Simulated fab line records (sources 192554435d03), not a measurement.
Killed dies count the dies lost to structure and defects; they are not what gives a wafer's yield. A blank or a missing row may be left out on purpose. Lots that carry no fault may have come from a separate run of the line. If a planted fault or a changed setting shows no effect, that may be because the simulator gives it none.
Chamber matching | flow n5_finfet | 4 sister chambers for N5_BEOL_M0_SAQP_STRIP_86 on rie_diel-03
The step strips in N2/H2. 16 wafers are shown with their chamber, then 8 later ones without.

== WAFERS WITH THEIR CHAMBER ==
wafer  | chamber | drypump_motor_current_A (A) | throttle_valve_pct (%) | showerhead_plenum_p_Torr (Torr)
L075.2 | 0       | 5.2                         | 19.1                   | 3.44
L075.3 | 1       | 5.9                         | 19.1                   | 3.46
L075.4 | 2       | 5.4                         | 19.0                   | 3.41
L076.1 | 0       | 5.2                         | 19.1                   | 3.44
L076.3 | 2       | 5.5                         | 19.0                   | 3.41
L076.5 | 2       | 5.4                         | 19.0                   | 3.41
L080.1 | 2       | 5.5                         | 19.1                   | 3.40
L080.2 | 1       | 5.9                         | 19.1                   | 3.45
L080.3 | 0       | 5.2                         | 18.7                   | 3.44
L081.3 | 3       | 5.8                         | 18.6                   | 3.43
L081.5 | 0       | 5.2                         | 18.7                   | 3.43
L081.6 | 1       | 5.9                         | 19.2                   | 3.45
L087.1 | 3       | 5.8                         | 18.6                   | 3.42
L087.3 | 0       | 5.2                         | 18.7                   | 3.43
L087.5 | 2       | 5.4                         | 19.1                   | 3.39
L093.2 | 0       | 5.2                         | 18.7                   | 3.42

SIGNATURES (means of the wafers above)
reading                  | chamber 0 | chamber 1 | chamber 2 | chamber 3 | scatter within a chamber
drypump_motor_current_A  | 5.200     | 5.900     | 5.440     | 5.800     | 0.0316
throttle_valve_pct       | 18.833    | 19.133    | 19.040    | 18.600    | 0.139
showerhead_plenum_p_Torr | 3.4333    | 3.4533    | 3.4040    | 3.4250    | 0.00801
Rule: for a wafer and a chamber, the distance is found by dividing, reading by reading, the gap between the wafer's reading and the chamber's mean by the reading's scatter, squaring, summing and taking the root. The wafer belongs to the nearest chamber; if the next one is less than 2 further off, it can't be placed. The scatter: the root of (the sum of the squares of (reading less its chamber's mean) over the shown wafers, divided by (wafers less chambers)).

== WAFERS WITHOUT THEIR CHAMBER ==
wafer  | drypump_motor_current_A (A) | throttle_valve_pct (%) | showerhead_plenum_p_Torr (Torr)
L093.4 | 5.5                         | 19.1                   | 3.39
L093.6 | 5.8                         | 18.6                   | 3.42
L094.1 | 5.2                         | 18.7                   | 3.42
L094.5 | 5.2                         | 18.7                   | 3.42
L094.6 | 5.8                         | 18.7                   | 3.42
L096.3 | 5.4                         | 19.1                   | 3.39
L096.4 | 5.8                         | 18.7                   | 3.41
L096.5 | 5.2                         | 18.7                   | 3.42

== THE CHAMBER EACH PASSED THROUGH ==
wafer  | from the rows above | in truth
L093.4 | 2                   | 2
L093.6 | 3                   | 3
L094.1 | 0                   | 0
L094.5 | 0                   | 0
L094.6 | 3                   | 3
L096.3 | 2                   | 2
L096.4 | 3                   | 3
L096.5 | 0                   | 0
8 of 8 placed correctly. Number that these rows cannot place: 0. 0 placed wrongly.
